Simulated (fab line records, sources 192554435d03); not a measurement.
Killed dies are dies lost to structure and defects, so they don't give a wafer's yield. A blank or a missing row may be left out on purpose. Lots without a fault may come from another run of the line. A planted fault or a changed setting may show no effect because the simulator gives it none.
Chamber matching | flow n5_finfet | N5_FIN_CUT_CUT_ETCH_15 on rie_si-06: 4 sister chambers
The step etches Si in HBr/Cl2/O2, target depth 100 nm, bt time 10 s, time 42.4 s. 8 wafers are shown with their chamber, then 9 later ones without.

WAFERS WITH THEIR CHAMBER
wafer  | chamber | throttle_valve_pct (%) | drypump_motor_current_A (A)
L077.1 | 1       | 37.0                   | 5.1
L077.2 | 0       | 37.8                   | 5.9
L084.3 | 0       | 37.8                   | 5.9
L088.5 | 2       | 37.7                   | 6.3
L088.6 | 3       | 37.2                   | 6.8
L090.1 | 1       | 37.0                   | 5.1
L090.4 | 3       | 37.1                   | 6.7
L090.5 | 2       | 37.7                   | 6.3

WAFERS WITHOUT THEIR CHAMBER
wafer  | throttle_valve_pct (%) | drypump_motor_current_A (A)
L093.2 | 37.8                   | 5.9
L093.5 | 37.1                   | 6.7
L093.6 | 37.8                   | 5.9
L095.3 | 37.7                   | 6.2
L095.5 | 37.0                   | 5.1
L095.6 | 37.7                   | 6.3
L097.2 | 37.1                   | 6.7
L097.4 | 37.1                   | 6.8
L097.5 | 37.0                   | 5.1

WHICH CHAMBER EACH WENT THROUGH
wafer  | from the rows above | in truth
L093.2 | 0                   | 0
L093.5 | 3                   | 3
L093.6 | 0                   | 0
L095.3 | 2                   | 2
L095.5 | 1                   | 1
L095.6 | 2                   | 2
L097.2 | 3                   | 3
L097.4 | 3                   | 3
L097.5 | 1                   | 1
Placed correctly: 9 of 9. Can't be placed from these rows: 0. Placed wrongly: 0.
How it was worked out, from the rows above alone: a wafer's distance from a chamber is the root of the sum, over the readings, of the square of ((its reading less the chamber's mean) divided by the reading's scatter). The wafer belongs to the nearest chamber; if the next one is less than 2 further off, it can't be placed. A chamber's mean is the mean of its shown wafers. The scatter: the root of (the sum of the squares of (reading less its chamber's mean) over the shown wafers, divided by (wafers less chambers)).
